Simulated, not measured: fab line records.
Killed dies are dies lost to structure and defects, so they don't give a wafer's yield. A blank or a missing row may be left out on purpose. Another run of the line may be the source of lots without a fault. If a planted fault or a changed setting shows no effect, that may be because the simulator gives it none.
Chamber matching :: flow n5Finfet :: N5_BEOL_M4_PRE_CLEAN_60 on cvdCo-02 has 3 sister chambers
The step time 15 s. 3 wafers are shown with their chamber, then 12 later ones without.

WAFERS WITH THEIR CHAMBER
wafer: L085.6
chamber: 0
heaterPowerOuterW (W): 4

wafer: L088.1
chamber: 1
heaterPowerOuterW (W): 20

wafer: L088.4
chamber: 2
heaterPowerOuterW (W): 34

WAFERS WHOSE CHAMBER IS MISSING
wafer: L089.2
heaterPowerOuterW (W): 20

wafer: L089.4
heaterPowerOuterW (W): 4

wafer: L089.5
heaterPowerOuterW (W): 20

wafer: L093.2
heaterPowerOuterW (W): 34

wafer: L093.4
heaterPowerOuterW (W): 34

wafer: L093.6
heaterPowerOuterW (W): 4

wafer: L092.1
heaterPowerOuterW (W): 20

wafer: L092.2
heaterPowerOuterW (W): 4

wafer: L092.3
heaterPowerOuterW (W): 33

wafer: L097.1
heaterPowerOuterW (W): 33

wafer: L097.3
heaterPowerOuterW (W): 20

wafer: L097.6
heaterPowerOuterW (W): 33

EACH ONE'S CHAMBER
wafer: L089.2
from the rows above: 1
in truth: 1

wafer: L089.4
from the rows above: 0
in truth: 0

wafer: L089.5
from the rows above: 1
in truth: 1

wafer: L093.2
from the rows above: 2
in truth: 2

wafer: L093.4
from the rows above: 2
in truth: 2

wafer: L093.6
from the rows above: 0
in truth: 0

wafer: L092.1
from the rows above: 1
in truth: 1

wafer: L092.2
from the rows above: 0
in truth: 0

wafer: L092.3
from the rows above: 2
in truth: 2

wafer: L097.1
from the rows above: 2
in truth: 2

wafer: L097.3
from the rows above: 1
in truth: 1

wafer: L097.6
from the rows above: 2
in truth: 2
12 of 12 placed correctly. Number that these rows cannot place: 0. Number placed wrongly: 0.
How it was worked out, from the rows above alone: a wafer's distance from a chamber is the root of the sum, over the readings, of the square of ((its reading less the chamber's mean) divided by the reading's scatter). If the next closest chamber is less than 2 further off than the closest, the wafer can't be placed; otherwise it belongs to the closest. For every chamber, the mean is computed from those of its wafers that are shown. The scatter (one wafer shown for each chamber): square how far every hidden wafer sits from the nearest shown wafer, average those squares and take the square root.
